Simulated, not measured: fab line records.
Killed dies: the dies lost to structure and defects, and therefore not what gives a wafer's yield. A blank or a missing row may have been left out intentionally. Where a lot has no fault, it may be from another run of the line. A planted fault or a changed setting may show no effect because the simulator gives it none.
Which of the tools did it? -- flow n5Finfet -- Sampling: 24 lots, 72 wafers, 5 of 1938 route steps

== WHAT THE GAUGES READ, wafer by wafer ==
N5_BEOL_M13_INSPECT_55: inspects for defects (darkfield). Usual: 77 for rawDefectCount, sd 23.
lot,measured,on,rawDefectCount,flag
L074,day 11 16:02,defectInspect-01,66 48 96,
L075,day 11 23:01,defectInspect-01,59 75 80,
L078,day 12 14:06,defectInspect-01,92 104 54,
L076,day 12 18:52,defectInspect-01,126 60 67,
L081,day 13 02:55,defectInspect-02,116 118 118,
L079,day 13 06:35,defectInspect-02,110 100 65,
L080,day 13 06:44,defectInspect-02,89 120 130,
L077,day 13 07:01,defectInspect-02,65 83 77,
L082,day 13 16:38,defectInspect-01,39 58 53,
L083,day 13 20:45,defectInspect-01,59 65 69,
L084,day 13 21:01,defectInspect-02,97 95 72,
L085,day 14 04:25,defectInspect-02,55 66 40,
L086,day 14 09:40,defectInspect-01,60 51 86,
L087,day 14 10:43,defectInspect-02,65 64 80,
L088,day 15 09:52,defectInspect-01,126 79 103,
L089,day 15 13:17,defectInspect-01,78 86 95,
L091,day 15 16:46,defectInspect-01,101 57 79,
L090,day 16 04:31,defectInspect-01,69 124 57,
L093,day 16 05:58,defectInspect-01,71 71 83,
L092,day 16 06:00,defectInspect-01,77 56 46,
L094,day 16 06:30,defectInspect-01,66 63 80,
L095,day 17 09:14,defectInspect-01,90 70 81,
L097,day 17 12:23,defectInspect-01,94 81 95,
L096,day 17 13:29,defectInspect-02,96 29 45,

N5_BEOL_M15_CD_MEAS_17 targets a cd of 360 nm. Usual: 359.3 nm for cdNm, sd 2.2.
lot,measured,on,cdNm (nm),flag
L074,day 11 21:43,cdSem-03,360.9 359.8 361.4,
L075,day 12 07:47,cdSem-01,357.4 356.3 361.3,
L078,day 12 21:23,cdSem-03,361.2 360.9 357.4,
L076,day 13 01:27,cdSem-02,358.0 362.1 360.3,
L081,day 13 14:42,cdSem-03,361.7 356.7 358.5,
L079,day 13 18:47,cdSem-02,357.1 355.4 360.4,
L080,day 13 19:11,cdSem-01,358.6 358.1 361.1,
L077,day 13 19:46,cdSem-02,357.6 358.8 360.1,
L082,day 13 23:01,cdSem-02,359.3 358.8 355.9,
L083,day 14 02:43,cdSem-01,360.2 356.9 358.7,
L084,day 14 04:40,cdSem-02,361.3 364.0 357.5,
L085,day 14 10:22,cdSem-03,357.3 361.6 356.4,
L086,day 14 18:41,cdSem-03,363.3 362.6 362.3,
L087,day 14 18:36,cdSem-01,355.1 359.7 362.1,
L088,day 15 15:38,cdSem-02,359.0 357.5 358.4,
L089,day 15 20:46,cdSem-01,357.0 364.1 357.6,
L091,day 15 23:23,cdSem-01,363.6 361.3 359.5,
L090,day 16 10:41,cdSem-02,356.0 360.5 357.7,
L093,day 16 11:59,cdSem-03,357.7 361.2 359.6,
L092,day 16 12:56,cdSem-03,360.7 356.3 361.8,
L094,day 16 14:47,cdSem-03,358.5 359.4 361.3,
L095,day 17 17:19,cdSem-03,362.1 358.0 359.2,
L097,day 17 20:17,cdSem-03,358.1 357.7 357.1,
L096,day 17 20:52,cdSem-03,357.2 356.9 356.5,

N5_BEOL_M15_INSPECT_30: inspects for defects (macro). Usual: 2.2 for rawDefectCount, sd 1.5.
lot,measured,on,rawDefectCount,flag
L074,day 11 22:53,defectInspect-01,2 4 2,
L075,day 12 08:51,defectInspect-01,3 1 2,
L078,day 12 22:30,defectInspect-01,2 3 4,
L076,day 13 02:37,defectInspect-01,2 1 3,
L081,day 13 15:53,defectInspect-02,0 2 4,
L079,day 13 19:47,defectInspect-01,3 2 1,
L080,day 13 20:10,defectInspect-01,3 2 1,
L077,day 13 20:53,defectInspect-01,1 2 3,
L082,day 13 23:58,defectInspect-02,0 2 1,
L083,day 14 03:41,defectInspect-02,0 1 0,
L084,day 14 05:40,defectInspect-02,4 3 2,
L085,day 14 11:20,defectInspect-01,2 4 5,
L086,day 14 19:44,defectInspect-02,1 0 7,
L087,day 14 19:32,defectInspect-01,3 3 3,
L088,day 15 16:35,defectInspect-01,1 3 2,
L089,day 15 21:49,defectInspect-02,3 0 2,
L091,day 16 00:18,defectInspect-02,1 2 3,
L090,day 16 11:37,defectInspect-01,4 0 4,
L093,day 16 12:59,defectInspect-01,1 2 2,
L092,day 16 14:01,defectInspect-02,2 3 2,
L094,day 16 15:51,defectInspect-01,5 2 3,
L095,day 17 18:15,defectInspect-02,0 5 4,
L097,day 17 21:13,defectInspect-01,0 3 3,
L096,day 17 21:55,defectInspect-01,3 5 2,

== EACH LOT AND THE TOOL THAT RAN IT (in order: tool; ch and the chambers of the sampled wafers; start) ==
lot,N5_BEOL_M14_ETCH_67,N5_BEOL_M14_SPUTTER_43
L074,"rieDiel-04 ch 1,2, day 11 17:56","pvdSputter-02, day 11 19:01"
L075,"rieDiel-06 ch 0,1,2, day 12 00:53","pvdSputter-01, day 12 04:48"
L078,"rieDiel-04 ch 2,3, day 12 15:44","pvdSputter-03, day 12 18:15"
L076,"rieDiel-04 ch 1,2,3, day 12 20:22","pvdSputter-03, day 12 22:57"
L081,"rieDiel-04 ch 0,2,3, day 13 04:46","pvdSputter-01, day 13 12:11"
L079,"rieDiel-04 ch 2,3, day 13 08:21","pvdSputter-02, day 13 15:52"
L080,"rieDiel-02 ch 0,2,3, day 13 08:23","pvdSputter-02, day 13 16:11"
L077,"rieDiel-02 ch 0,1,2, day 13 09:22","pvdSputter-02, day 13 16:32"
L082,"rieDiel-06 ch 1,2,3, day 13 18:09","pvdSputter-03, day 13 20:00"
L083,"rieDiel-06 ch 0,1,2, day 13 22:25","pvdSputter-03, day 14 00:13"
L084,"rieDiel-06 ch 0,1,2, day 13 23:18","pvdSputter-02, day 14 02:01"
L085,"rieDiel-04 ch 0,1,2, day 14 06:11","pvdSputter-01, day 14 07:59"
L086,"rieDiel-06 ch 0,1,2, day 14 11:25","pvdSputter-03, day 14 15:10"
L087,"rieDiel-02 ch 0,3, day 14 12:34","pvdSputter-02, day 14 14:52"
L088,"rieDiel-04 ch 0,1,2, day 15 11:29","pvdSputter-03, day 15 12:44"
L089,"rieDiel-04 ch 0,3, day 15 14:55","pvdSputter-01, day 15 18:19"
L091,"rieDiel-06 ch 0,1,3, day 15 19:07","pvdSputter-02, day 15 20:58"
L090,"rieDiel-06 ch 0,1,3, day 16 06:09","pvdSputter-03, day 16 08:18"
L093,"rieDiel-06 ch 1,2, day 16 07:38","pvdSputter-03, day 16 09:22"
L092,"rieDiel-06 ch 0,1, day 16 08:19","pvdSputter-03, day 16 09:58"
L094,"rieDiel-04 ch 0,1, day 16 08:46","pvdSputter-01, day 16 12:24"
L095,"rieDiel-04 ch 2,3, day 17 11:03","pvdSputter-01, day 17 14:45"
L097,"rieDiel-02 ch 0,2, day 17 14:04","pvdSputter-02, day 17 17:42"
L096,"rieDiel-06 ch 0,1,3, day 17 15:20","pvdSputter-01, day 17 18:02"
- N5_BEOL_M14_ETCH_67: etches SiARC in CF4, target depth 143 nm, time 238.3 s.
- N5_BEOL_M14_SPUTTER_43: material TaN, target thk 15 nm, time 24.19 s.

== WHAT THE TOOLS THEMSELVES READ (means of the sampled wafers that have a number; where no wafer has one, the mark that the record gives instead) ==
N5_BEOL_M14_ETCH_67. Usual: biasW 36.00 W, standard deviation 0.12; drypumpMotorCurrentA 6.0 A, standard deviation 0.41; etchRfOnTimeS 242 s, standard deviation 8.2; mfcArSccm 100.0 sccm, standard deviation 0.31; oesProductAu 0.68 a.u., standard deviation 0.071; rfVppV 184.5 V, standard deviation 1.2; showerheadPlenumPTorr 2.16 Torr, standard deviation 0.074; throttleValvePct 15.50 %, standard deviation 0.19.
lot,tool,biasW (W),drypumpMotorCurrentA (A),etchRfOnTimeS (s),mfcArSccm (sccm),oesProductAu (a.u.),rfVppV (V),showerheadPlenumPTorr (Torr),throttleValvePct (%),flag
L074,rieDiel-04,36.05,5.8,241,100.3,0.72,185.8,2.19,15.42,
L075,rieDiel-06,35.96,5.7,247,99.8,0.62,184.3,2.11,15.58,
L078,rieDiel-04,35.96,5.8,228,99.9,0.76,185.0,2.27,15.28,
L076,rieDiel-04,36.11,5.8,234,100.1,0.74,185.6,2.23,15.35,
L081,rieDiel-04,35.96,5.9,237,100.0,0.72,185.4,2.25,15.46,
L079,rieDiel-04,35.95,5.9,228,100.2,0.75,185.6,2.27,15.28,
L080,rieDiel-02,36.03,6.1,246,100.2,0.71,183.5,2.08,15.52,
L077,rieDiel-02,36.01,6.0,245,100.3,0.68,184.2,2.10,15.53,
L082,rieDiel-06,35.93,5.7,245,100.0,0.70,184.1,2.13,15.47,
L083,rieDiel-06,36.00,5.7,243,99.9,0.69,183.0,2.10,15.44,
L084,rieDiel-06,35.98,5.7,242,100.1,0.69,183.8,2.10,15.44,
L085,rieDiel-04,36.02,5.9,243,100.0,0.68,184.5,2.20,15.55,
L086,rieDiel-06,35.95,5.7,239,100.2,0.69,183.9,2.10,15.45,
L087,rieDiel-02,36.03,6.1,248,100.3,0.63,182.5,2.04,15.59,
L088,rieDiel-04,36.07,5.9,244,99.9,0.68,184.8,2.20,15.57,
L089,rieDiel-04,35.89,5.8,233,99.9,0.73,185.8,2.26,15.32,
L091,rieDiel-06,36.03,6.2,244,100.3,0.61,184.5,2.14,15.61,
L090,rieDiel-06,36.00,6.2,246,100.0,0.61,184.8,2.14,15.62,
L093,rieDiel-06,36.00,5.5,242,99.9,0.68,183.6,2.07,15.47,
L092,rieDiel-06,35.81,5.9,247,100.4,0.61,182.9,2.08,15.58,
L094,rieDiel-04,36.05,5.9,247,100.2,0.68,185.7,2.19,15.59,
L095,rieDiel-04,36.04,5.9,232,99.6,0.71,185.6,2.26,15.34,
L097,rieDiel-02,36.03,5.8,242,100.3,0.77,182.9,2.04,15.28,
L096,rieDiel-06,36.00,6.2,246,100.0,0.61,184.1,2.13,15.64,

N5_BEOL_M14_SPUTTER_43. Usual: 29.9 % for throttleValvePct, sd 0.92.
lot,tool,throttleValvePct (%),flag
L074,pvdSputter-02,29.6,
L075,pvdSputter-01,29.5,
L078,pvdSputter-03,30.8,
L076,pvdSputter-03,30.2,
L081,pvdSputter-01,29.9,
L079,pvdSputter-02,28.6,
L080,pvdSputter-02,29.4,
L077,pvdSputter-02,29.7,
L082,pvdSputter-03,30.5,
L083,pvdSputter-03,30.6,
L084,pvdSputter-02,28.4,
L085,pvdSputter-01,30.2,
L086,pvdSputter-03,29.9,
L087,pvdSputter-02,28.9,
L088,pvdSputter-03,30.3,
L089,pvdSputter-01,30.0,
L091,pvdSputter-02,30.2,
L090,pvdSputter-03,30.2,
L093,pvdSputter-03,30.4,
L092,pvdSputter-03,30.5,
L094,pvdSputter-01,30.0,
L095,pvdSputter-01,30.1,
L097,pvdSputter-02,29.6,
L096,pvdSputter-01,30.0,

== THE ANSWER, worked out from the rows above alone ==
Rule: take the mean of a lot's wafers that have a number; if it is more than 3 standard deviations from the usual mean, the lot is off. Also off: a lot with no number at a reading for which 4 or more lots have one. Where the step has rows for the other lots, those lots are counted as sound. First the gauges in route order, then the tools' own readings, where a lot's mean is used as printed above. The first step at which some lot is off is used, and at that step the reading that is off furthest; a lot without a number counts as furthest.
None of the lots is off at any reading shown; this tells nothing.

== WHAT THE SIMULATOR HAD INSERTED ==
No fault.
